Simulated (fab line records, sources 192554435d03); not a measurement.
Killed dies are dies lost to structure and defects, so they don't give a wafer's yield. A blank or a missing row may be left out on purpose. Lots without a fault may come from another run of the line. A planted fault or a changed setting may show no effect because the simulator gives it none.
Chamber matching | flow n5_finfet | N5_MOL_CONTACT_COAG_ETCH_90 on rie_diel-01: 4 sister chambers
The step etches SiARC in CF4, target depth 13 nm, time 21.7 s. 18 wafers are shown with their chamber, then 9 later ones without.

WAFERS WITH THEIR CHAMBER
wafer  | chamber | throttle_valve_pct (%) | showerhead_plenum_p_Torr (Torr) | drypump_motor_current_A (A)
L074.1 | 2       | 15.9                   | 2.07                            | 6.6
L074.3 | 3       | 15.1                   | 2.11                            | 5.9
L074.6 | 3       | 15.1                   | 2.11                            | 5.9
L075.2 | 1       | 15.5                   | 2.10                            | 5.8
L075.4 | 2       | 15.9                   | 2.07                            | 6.5
L075.6 | 0       | 15.9                   | 2.23                            | 6.4
L079.1 | 0       | 15.9                   | 2.23                            | 6.4
L079.4 | 1       | 15.5                   | 2.10                            | 5.8
L079.6 | 1       | 15.5                   | 2.09                            | 5.8
L081.1 | 0       | 15.9                   | 2.22                            | 6.5
L081.3 | 2       | 16.0                   | 2.06                            | 6.6
L081.4 | 1       | 15.5                   | 2.09                            | 5.8
L084.1 | 0       | 15.9                   | 2.22                            | 6.4
L084.4 | 3       | 15.1                   | 2.10                            | 6.0
L084.6 | 2       | 16.0                   | 2.06                            | 6.5
L087.1 | 3       | 15.1                   | 2.10                            | 5.9
L087.2 | 2       | 16.0                   | 2.06                            | 6.6
L087.5 | 3       | 15.1                   | 2.10                            | 6.0

SIGNATURES (means of the wafers above)
reading                  | chamber 0 | chamber 1 | chamber 2 | chamber 3 | scatter within a chamber
throttle_valve_pct       | 15.900    | 15.500    | 15.960    | 15.100    | 0.0293
showerhead_plenum_p_Torr | 2.2250    | 2.0950    | 2.0640    | 2.1040    | 0.00561
drypump_motor_current_A  | 6.425     | 5.800     | 6.560     | 5.940     | 0.0474
Rule: a wafer's distance from a chamber is the root of the sum, over the readings, of the square of ((its reading less the chamber's mean) divided by the reading's scatter). The wafer belongs to the nearest chamber; if the next one is less than 2 further off, it can't be placed. The scatter: the root of (the sum of the squares of (reading less its chamber's mean) over the shown wafers, divided by (wafers less chambers)).

WAFERS WITHOUT THEIR CHAMBER
wafer  | throttle_valve_pct (%) | showerhead_plenum_p_Torr (Torr) | drypump_motor_current_A (A)
L088.1 | 16.0                   | 2.06                            | 6.5
L088.3 | 15.1                   | 2.10                            | 5.8
L088.6 | 16.0                   | 2.06                            | 6.6
L092.1 | 15.2                   | 2.09                            | 6.0
L092.2 | 16.0                   | 2.22                            | 6.5
L092.6 | 15.2                   | 2.10                            | 5.9
L094.1 | 16.0                   | 2.06                            | 6.6
L094.2 | 16.0                   | 2.21                            | 6.4
L094.5 | 15.6                   | 2.09                            | 5.7

WHICH CHAMBER EACH WENT THROUGH
wafer  | from the rows above | in truth
L088.1 | 2                   | 2
L088.3 | 3                   | 3
L088.6 | 2                   | 2
L092.1 | 3                   | 3
L092.2 | 0                   | 0
L092.6 | 3                   | 3
L094.1 | 2                   | 2
L094.2 | 0                   | 0
L094.5 | 1                   | 1
Placed correctly: 9 of 9. Can't be placed from these rows: 0. Placed wrongly: 0.
